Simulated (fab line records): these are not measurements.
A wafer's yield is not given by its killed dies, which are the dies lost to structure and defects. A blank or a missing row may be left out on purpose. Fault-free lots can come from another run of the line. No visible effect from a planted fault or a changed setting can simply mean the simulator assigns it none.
Which tool did it? -- flow nandHarc -- 13 lots, 39 wafers sampled, at 5 steps of a route of 1159

## WHAT THE GAUGES READ, wafer by wafer
NHARC_A_CONTACT_CD_MEAS_08: target cd 100 nm. Usual: 99.9 nm for cdNm, sd 0.41.
lot,measured,on,cdNm (nm),flag
L299,day 17 09:09,cdSem-02,100.3 100.1 99.8,
L296,day 17 11:01,cdSem-01,100.3 99.6 100.1,
L297,day 17 17:44,cdSem-03,100.3 99.4 100.2,
L302,day 18 15:08,cdSem-01,100.8 100.2 100.4,
L303,day 19 08:43,cdSem-02,99.9 99.7 99.8,
L305,day 19 10:02,cdSem-01,99.5 100.0 99.4,
L307,day 20 15:44,cdSem-02,100.0 100.0 99.7,
L308,day 20 21:53,cdSem-02,100.6 99.8 100.2,
L306,day 21 08:22,cdSem-01,100.1 99.7 100.1,
L311,day 21 11:58,cdSem-03,100.0 100.4 100.3,
L314,day 21 17:10,cdSem-02,99.8 100.0 98.8,
L316,day 22 00:57,cdSem-02,99.8 99.4 99.5,
L315,day 22 09:16,cdSem-03,99.4 99.2 99.9,

NHARC_END_SORT_01. Usual: killedAtArray 25, standard deviation 9.8; killedAtOther 0.8, standard deviation 1.1; killedAtPeriphery 3.3, standard deviation 2.1; killedDies 29, standard deviation 10; killedOpen 3.3, standard deviation 1.8; killedShort 1.9, standard deviation 1.4.
lot,measured,on,killedAtArray,killedAtOther,killedAtPeriphery,killedDies,killedOpen,killedShort,flag
L308,day 23 14:50,prober-02,675 674 28,1 0 0,1 3 0,677 677 28,0 4 2,2 4 2,OFF
L306,day 23 14:49,prober-01,24 27 23,1 1 0,5 4 2,30 32 25,3 5 3,4 1 0,
L311,day 23 21:04,prober-02,40 672 676,0 0 0,7 5 1,47 677 677,3 3 3,4 4 1,OFF
L314,day 24 03:57,prober-01,17 672 16,0 1 0,5 4 6,22 677 22,4 3 6,0 0 2,OFF

## EACH LOT AND THE TOOL THAT RAN IT (in order: tool; ch and the chambers of the sampled wafers; start)
lot,NHARC_A_CONTACT_ETCH_88,NHARC_A_CONTACT_ETCH_139,NHARC_A_CONTACT_ETCH_92
L299,"rieDiel-04 ch 2,3, day 17 09:25","harCapEtch-01 ch 0,1, day 17 11:05","rieDiel-04 ch 2,3, day 17 11:29"
L296,"rieDiel-11 ch 0,1, day 17 11:17","harCapEtch-02 ch 0,1, day 17 13:10","rieDiel-04 ch 0,3, day 17 13:29"
L297,"rieDiel-04 ch 0,1,2, day 17 18:01","harCapEtch-02 ch 0,1, day 17 19:42","rieDiel-03 ch 0,1,3, day 17 20:05"
L302,"rieDiel-04 ch 0,1,3, day 18 15:25","harCapEtch-01 ch 0,1, day 18 17:04","rieDiel-04 ch 0,2,3, day 18 17:24"
L303,"rieDiel-03 ch 0,3, day 19 09:00","harCapEtch-03 ch 0,1, day 19 10:35","rieDiel-11 ch 0,2, day 19 11:01"
L305,"rieDiel-03 ch 0,2, day 19 10:18","harCapEtch-02 ch 0,1, day 19 11:56","rieDiel-11 ch 0,3, day 19 12:19"
L307,"rieDiel-11 ch 1,2,3, day 20 16:29","harCapEtch-03 ch 0,1, day 20 19:28","rieDiel-11 ch 0,2,3, day 20 19:53"
L308,"rieDiel-11 ch 0,3, day 20 22:09","harCapEtch-02 ch 0,1, day 21 00:08","rieDiel-03 ch 0,2,3, day 21 00:29"
L306,"rieDiel-04 ch 0,1, day 21 08:38","harCapEtch-02 ch 0,1, day 21 10:20","rieDiel-04 ch 0,2,3, day 21 10:40"
L311,"rieDiel-11 ch 0,2, day 21 12:14","harCapEtch-02 ch 0,1, day 21 13:50","rieDiel-03 ch 0,1,2, day 21 14:14"
L314,"rieDiel-11 ch 0,1,2, day 21 17:26","harCapEtch-03 ch 0,1, day 21 19:01","rieDiel-03 ch 0,1,2, day 21 19:26"
L316,"rieDiel-03 ch 1,2,3, day 22 01:17","harCapEtch-02 ch 0,1, day 22 02:53","rieDiel-03 ch 0,3, day 22 03:16"
L315,"rieDiel-03 ch 1,2, day 22 09:35","harCapEtch-02 ch 0,1, day 22 11:20","rieDiel-04 ch 1,2,3, day 22 11:44"
- NHARC_A_CONTACT_ETCH_88: etches the open film in CF4, target depth 39 nm, time 65 s.
- NHARC_A_CONTACT_ETCH_139: etches the open film in C4F8/O2/Ar, time 137 s, target depth 590 nm.
- NHARC_A_CONTACT_ETCH_92: etches the open film in CH3F/O2, target depth 40 nm, time 85.7 s.

## AS READ BY THE TOOLS THEMSELVES (means over the sampled wafers that have a number; for cases with no such wafer, the mark the record gives instead)
NHARC_A_CONTACT_ETCH_88. Usual: drypumpMotorCurrentA 5.7 A, standard deviation 0.39; oesProductAu 1.001 a.u., standard deviation 0.0084; rfVppV 151.4 V, standard deviation 1.1; showerheadPlenumPTorr 1.78 Torr, standard deviation 0.06; throttleValvePct 13.283 %, standard deviation 0.0094.
lot,tool,drypumpMotorCurrentA (A),oesProductAu (a.u.),rfVppV (V),showerheadPlenumPTorr (Torr),throttleValvePct (%),flag
L299,rieDiel-04,5.8,1.001,151.4,1.74,13.289,
L296,rieDiel-11,5.4,1.003,151.1,1.77,13.280,
L297,rieDiel-04,5.5,1.009,150.8,1.75,13.285,
L302,rieDiel-04,5.7,1.009,150.3,1.76,13.282,
L303,rieDiel-03,5.7,0.999,150.5,1.72,13.279,
L305,rieDiel-03,5.4,0.991,151.7,1.77,13.284,
L307,rieDiel-11,5.8,1.013,152.9,1.82,13.288,
L308,rieDiel-11,5.5,0.860,151.0,1.76,13.284,OFF
L306,rieDiel-04,5.3,1.010,151.3,1.75,13.270,
L311,rieDiel-11,5.6,0.860,151.1,1.78,13.280,OFF
L314,rieDiel-11,5.6,0.930,152.0,1.80,13.289,OFF
L316,rieDiel-03,5.8,0.998,151.1,1.84,13.285,
L315,rieDiel-03,5.5,0.992,152.2,1.84,13.279,

NHARC_A_CONTACT_ETCH_92. Usual: drypumpMotorCurrentA 5.7 A, standard deviation 0.37; oesProductAu 0.95 a.u., standard deviation 0.034; rfVppV 244.7 V, standard deviation 1.4; showerheadPlenumPTorr 2.48 Torr, standard deviation 0.088; throttleValvePct 20.662 %, standard deviation 0.0095.
lot,tool,drypumpMotorCurrentA (A),oesProductAu (a.u.),rfVppV (V),showerheadPlenumPTorr (Torr),throttleValvePct (%),flag
L299,rieDiel-04,6.0,0.93,245.1,2.43,20.663,
L296,rieDiel-04,6.0,0.94,245.6,2.49,20.678,
L297,rieDiel-03,5.8,1.00,244.7,2.49,20.658,
L302,rieDiel-04,5.9,0.93,244.7,2.44,20.671,
L303,rieDiel-11,5.8,1.02,245.2,2.54,20.651,
L305,rieDiel-11,5.7,1.00,244.7,2.48,20.660,
L307,rieDiel-11,5.8,0.93,244.8,2.51,20.662,
L308,rieDiel-03,5.7,0.99,244.8,2.46,20.664,
L306,rieDiel-04,5.9,0.94,244.8,2.44,20.664,
L311,rieDiel-03,5.5,0.93,244.6,2.49,20.653,
L314,rieDiel-03,5.5,0.92,244.4,2.49,20.657,
L316,rieDiel-03,5.7,0.93,243.7,2.38,20.663,
L315,rieDiel-04,5.6,0.92,243.0,2.41,20.664,

## THE ANSWER, worked out from the rows above alone
Rule: a lot is off if the mean of its wafers that have a number lies more than 3 standard deviations from the usual mean. A lot without any number at a reading at which 4 lots or more have one is off too. All remaining lots with rows at the step are treated as sound. The gauges are gone through in route order, then the tools' own readings, and for those a lot's mean is taken as printed above. At the first step where some lot is off, the reading lying furthest off is the one used; lots without a number count as furthest.
Off, at NHARC_END_SORT_01 on killedAtArray: L308, L311, L314. Neither off nor sound, because the step has no rows for them: L299, L296, L297, L302, L303, L305, L307, L316, L315.
If a tool, at a process step before that reading, ran all the lots that are off and no sound lot after the first of them, it fits. The gauges at NHARC_END_SORT_01 aren't tried: what is off there is off at NHARC_A_CONTACT_ETCH_88 too, on other tools, and a gauge's error can't cause that. 2 tools fit, rieDiel-11 at NHARC_A_CONTACT_ETCH_88 and rieDiel-03 at NHARC_A_CONTACT_ETCH_92, so this cannot tell which one it is.

## WHAT THE SIMULATOR HAD INSERTED
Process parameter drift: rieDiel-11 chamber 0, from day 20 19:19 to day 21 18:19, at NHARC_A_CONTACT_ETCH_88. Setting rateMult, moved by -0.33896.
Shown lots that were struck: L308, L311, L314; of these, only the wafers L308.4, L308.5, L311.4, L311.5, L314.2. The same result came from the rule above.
